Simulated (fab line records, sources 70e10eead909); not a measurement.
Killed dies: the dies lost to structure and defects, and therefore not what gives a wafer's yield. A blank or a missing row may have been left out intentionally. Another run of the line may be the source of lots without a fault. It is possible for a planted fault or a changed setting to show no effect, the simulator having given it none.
Which tool is to blame? | flow nandHarc | 72 wafers from 24 lots sampled at 4 of the route's 1302 steps

## WHAT THE GAUGES SHOWED, per wafer
NHARC_P_M0_CD_MEAS_09: target cd 90 nm. Usual: cdNm reads 90.2 nm (standard deviation 0.54).
lot  | measured     | on       | cdNm (nm)      | flag
L075 | day 8 12:57  | cdSem-03 | 90.3 90.1 91.0 | 
L074 | day 6 05:50  | cdSem-02 | 89.9 89.6 90.9 | 
L076 | day 6 22:43  | cdSem-03 | 90.3 89.6 89.9 | 
L077 | day 7 07:47  | cdSem-02 | 90.3 89.4 90.8 | 
L078 | day 7 15:09  | cdSem-03 | 91.0 90.5 90.5 | 
L079 | day 8 01:35  | cdSem-03 | 89.6 90.5 90.4 | 
L080 | day 8 15:49  | cdSem-01 | 89.6 90.4 89.1 | 
L081 | day 8 23:30  | cdSem-01 | 89.3 90.3 90.7 | 
L082 | day 9 06:38  | cdSem-03 | 90.1 90.2 90.0 | 
L083 | day 10 02:48 | cdSem-03 | 89.0 89.3 89.9 | 
L084 | day 10 04:34 | cdSem-03 | 88.9 89.5 89.1 | 
L085 | day 10 23:59 | cdSem-03 | 91.0 90.4 89.6 | 
L086 | day 11 04:45 | cdSem-01 | 89.3 90.5 89.7 | 
L087 | day 11 23:37 | cdSem-02 | 89.6 90.0 90.6 | 
L088 | day 12 00:16 | cdSem-02 | 90.8 90.3 90.4 | 
L090 | day 12 13:27 | cdSem-02 | 91.0 91.2 90.7 | 
L089 | day 12 14:31 | cdSem-01 | 89.5 90.5 89.7 | 
L091 | day 12 22:48 | cdSem-01 | 89.6 89.8 90.1 | 
L092 | day 13 07:32 | cdSem-01 | 89.5 89.8 89.6 | 
L093 | day 13 20:01 | cdSem-03 | 91.1 90.1 90.4 | 
L094 | day 14 09:49 | cdSem-02 | 90.7 90.0 90.0 | 
L095 | day 14 20:25 | cdSem-03 | 89.7 90.2 90.5 | 
L096 | day 15 03:14 | cdSem-02 | 89.8 91.0 90.0 | 
L097 | day 15 12:44 | cdSem-03 | 89.4 90.1 89.4 | 

NHARC_P_M0_CD_MEAS_16. Usual: cdNm reads 90.0 nm (standard deviation 0.7).
lot  | measured     | on       | cdNm (nm)      | flag
L075 | day 8 13:26  | cdSem-01 | 89.6 90.6 90.8 | 
L074 | day 6 06:19  | cdSem-02 | 89.7 89.1 89.8 | 
L076 | day 6 23:11  | cdSem-02 | 89.2 88.9 88.8 | 
L077 | day 7 08:16  | cdSem-03 | 89.5 88.8 90.0 | 
L078 | day 7 15:38  | cdSem-03 | 90.6 89.2 91.4 | 
L079 | day 8 02:17  | cdSem-01 | 88.8 90.1 90.5 | 
L080 | day 8 16:18  | cdSem-03 | 89.3 90.7 89.7 | 
L081 | day 8 23:59  | cdSem-01 | 90.5 89.8 90.6 | 
L082 | day 9 07:08  | cdSem-03 | 90.0 89.9 89.3 | 
L083 | day 10 03:19 | cdSem-03 | 88.5 89.4 89.3 | 
L084 | day 10 05:19 | cdSem-02 | 87.9 88.6 89.0 | 
L085 | day 11 00:28 | cdSem-03 | 91.5 89.2 90.9 | 
L086 | day 11 05:14 | cdSem-01 | 89.3 90.7 88.9 | 
L087 | day 12 00:06 | cdSem-02 | 90.3 89.6 90.5 | 
L088 | day 12 00:46 | cdSem-03 | 90.4 90.8 89.8 | 
L090 | day 12 13:56 | cdSem-03 | 90.8 90.5 90.3 | 
L089 | day 12 15:00 | cdSem-03 | 89.1 88.9 89.7 | 
L091 | day 12 23:17 | cdSem-01 | 89.7 90.0 89.6 | 
L092 | day 13 08:04 | cdSem-03 | 89.4 89.5 89.8 | 
L093 | day 13 20:30 | cdSem-03 | 91.5 89.5 90.6 | 
L094 | day 14 10:18 | cdSem-01 | 91.5 90.4 90.6 | 
L095 | day 14 20:54 | cdSem-03 | 90.0 90.9 90.1 | 
L096 | day 15 03:43 | cdSem-03 | 89.4 90.4 89.2 | 
L097 | day 15 13:27 | cdSem-03 | 89.2 90.2 89.3 | 

## WHICH TOOL RAN EACH LOT (tool, then ch and the chambers of the sampled wafers, then the start)
lot  | NHARC_P_GATE_HM_DEP_102      | NHARC_P_CONTACT_ALD_22
L075 | aclDep-02 ch 0, day 5 03:41  | aldMetal-04 ch 0,2,3, day 8 10:49
L074 | aclDep-03 ch 0, day 5 04:25  | aldMetal-02 ch 2,3, day 6 03:41
L076 | aclDep-02 ch 0, day 5 18:49  | aldMetal-02 ch 1,2,3, day 6 20:35
L077 | aclDep-02 ch 0, day 6 06:01  | aldMetal-04 ch 0,1,3, day 7 05:47
L078 | aclDep-02 ch 0, day 6 10:54  | aldMetal-01 ch 0,2, day 7 12:28
L079 | aclDep-03 ch 0, day 7 00:11  | aldMetal-02 ch 0,1,2, day 7 23:23
L080 | aclDep-02 ch 0, day 7 11:44  | aldMetal-04 ch 0,1,2, day 8 13:40
L081 | aclDep-02 ch 0, day 7 21:55  | aldMetal-04 ch 0,3, day 8 21:21
L082 | aclDep-02 ch 0, day 8 05:11  | aldMetal-01 ch 0,2,3, day 9 04:29
L083 | aclDep-03 ch 0, day 9 01:08  | aldMetal-04 ch 0,1,2, day 10 00:38
L084 | aclDep-03 ch 0, day 9 03:22  | aldMetal-04 ch 0,1, day 10 02:32
L085 | aclDep-02 ch 0, day 9 22:14  | aldMetal-04 ch 0,2,3, day 10 21:50
L086 | aclDep-01 ch 0, day 10 03:22 | aldMetal-01 ch 0,1, day 11 02:36
L087 | aclDep-02 ch 0, day 10 21:40 | aldMetal-01 ch 0,2,3, day 11 21:29
L088 | aclDep-03 ch 0, day 10 22:17 | aldMetal-01 ch 1,2, day 11 22:05
L090 | aclDep-01 ch 0, day 11 10:58 | aldMetal-01 ch 0,2,3, day 12 10:47
L089 | aclDep-01 ch 0, day 11 11:36 | aldMetal-02 ch 0,2,3, day 12 11:19
L091 | aclDep-03 ch 0, day 11 21:31 | aldMetal-01 ch 0,1,3, day 12 20:38
L092 | aclDep-01 ch 0, day 12 06:07 | aldMetal-02 ch 1,2,3, day 13 05:23
L093 | aclDep-03 ch 0, day 12 16:28 | aldMetal-02 ch 0,1,3, day 13 17:54
L094 | aclDep-02 ch 0, day 13 07:55 | aldMetal-01 ch 1,2,3, day 14 07:41
L095 | aclDep-01 ch 0, day 13 18:52 | aldMetal-01 ch 0,1,3, day 14 18:26
L096 | aclDep-02 ch 0, day 14 01:32 | aldMetal-04 ch 0,1,2, day 15 01:07
L097 | aclDep-02 ch 0, day 14 11:25 | aldMetal-01 ch 1,2, day 15 10:43
- NHARC_P_GATE_HM_DEP_102: deposits aC, target thk 120 nm.
- NHARC_P_CONTACT_ALD_22: deposits TiN, target thk 3 nm, pulse time 1 s, ald cycles 150.

## AS READ BY THE TOOLS THEMSELVES (means over the sampled wafers that have a number; for cases with no such wafer, the mark the record gives instead)
NHARC_P_GATE_HM_DEP_102. Usual: throttleValvePct reads 35.001 % (standard deviation 0.0095).
lot  | tool      | throttleValvePct (%) | flag
L075 | aclDep-02 | 34.990               | 
L074 | aclDep-03 | 34.999               | 
L076 | aclDep-02 | 34.999               | 
L077 | aclDep-02 | 34.995               | 
L078 | aclDep-02 | 34.992               | 
L079 | aclDep-03 | 35.010               | 
L080 | aclDep-02 | 35.002               | 
L081 | aclDep-02 | 35.008               | 
L082 | aclDep-02 | 35.004               | 
L083 | aclDep-03 | 34.994               | 
L084 | aclDep-03 | 34.993               | 
L085 | aclDep-02 | 35.003               | 
L086 | aclDep-01 | 35.009               | 
L087 | aclDep-02 | 34.996               | 
L088 | aclDep-03 | 35.008               | 
L090 | aclDep-01 | 35.000               | 
L089 | aclDep-01 | 35.011               | 
L091 | aclDep-03 | 34.995               | 
L092 | aclDep-01 | 35.004               | 
L093 | aclDep-03 | 34.982               | 
L094 | aclDep-02 | 34.991               | 
L095 | aclDep-01 | 34.991               | 
L096 | aclDep-02 | 34.998               | 
L097 | aclDep-02 | 34.995               | 

NHARC_P_CONTACT_ALD_22. Usual: heaterPowerOuterW 719 W, standard deviation 50; heaterPowerW 1121 W, standard deviation 92; precursorPulseHeightRel 1.000, standard deviation 0.02.
lot  | tool        | heaterPowerOuterW (W) | heaterPowerW (W) | precursorPulseHeightRel | flag
L075 | aldMetal-04 | 695                   | 1105             | 0.977                   | 
L074 | aldMetal-02 | 694                   | 1102             | 1.002                   | 
L076 | aldMetal-02 | 693                   | 1118             | 1.002                   | 
L077 | aldMetal-04 | 722                   | 1143             | 0.998                   | 
L078 | aldMetal-01 | 685                   | 1086             | 0.992                   | 
L079 | aldMetal-02 | 701                   | 1080             | 0.997                   | 
L080 | aldMetal-04 | 733                   | 1123             | 1.009                   | 
L081 | aldMetal-04 | 697                   | 1109             | 1.005                   | 
L082 | aldMetal-01 | 706                   | 1114             | 1.003                   | 
L083 | aldMetal-04 | 732                   | 1137             | 1.018                   | 
L084 | aldMetal-04 | 738                   | 1160             | 1.021                   | 
L085 | aldMetal-04 | 711                   | 1117             | 1.010                   | 
L086 | aldMetal-01 | 701                   | 1049             | 0.993                   | 
L087 | aldMetal-01 | 719                   | 1115             | 0.987                   | 
L088 | aldMetal-01 | 735                   | 1117             | 1.007                   | 
L090 | aldMetal-01 | 715                   | 1111             | 1.019                   | 
L089 | aldMetal-02 | 691                   | 1053             | 1.003                   | 
L091 | aldMetal-01 | 725                   | 1112             | 0.993                   | 
L092 | aldMetal-02 | 696                   | 1118             | 0.987                   | 
L093 | aldMetal-02 | 721                   | 1149             | 0.994                   | 
L094 | aldMetal-01 | 742                   | 1153             | 0.992                   | 
L095 | aldMetal-01 | 737                   | 1105             | 1.004                   | 
L096 | aldMetal-04 | 752                   | 1172             | 1.016                   | 
L097 | aldMetal-01 | 708                   | 1094             | 0.992                   | 

## THE ANSWER, worked out from the rows above alone
Rule: a lot counts as off when the mean over its wafers that have a number is more than 3 standard deviations away from the usual mean. A lot without any number at a reading at which 4 lots or more have one is off too. The other lots that the step has rows for count as sound. Order of review: gauges by route order, followed by the tools' own readings, for which a lot's mean as printed above is used. At the first step where some lot is off, the reading lying furthest off is the one used; lots without a number count as furthest.
No lot is off at any reading shown: from this, nothing can be told.

## WHAT WAS PUT IN BY THE SIMULATOR
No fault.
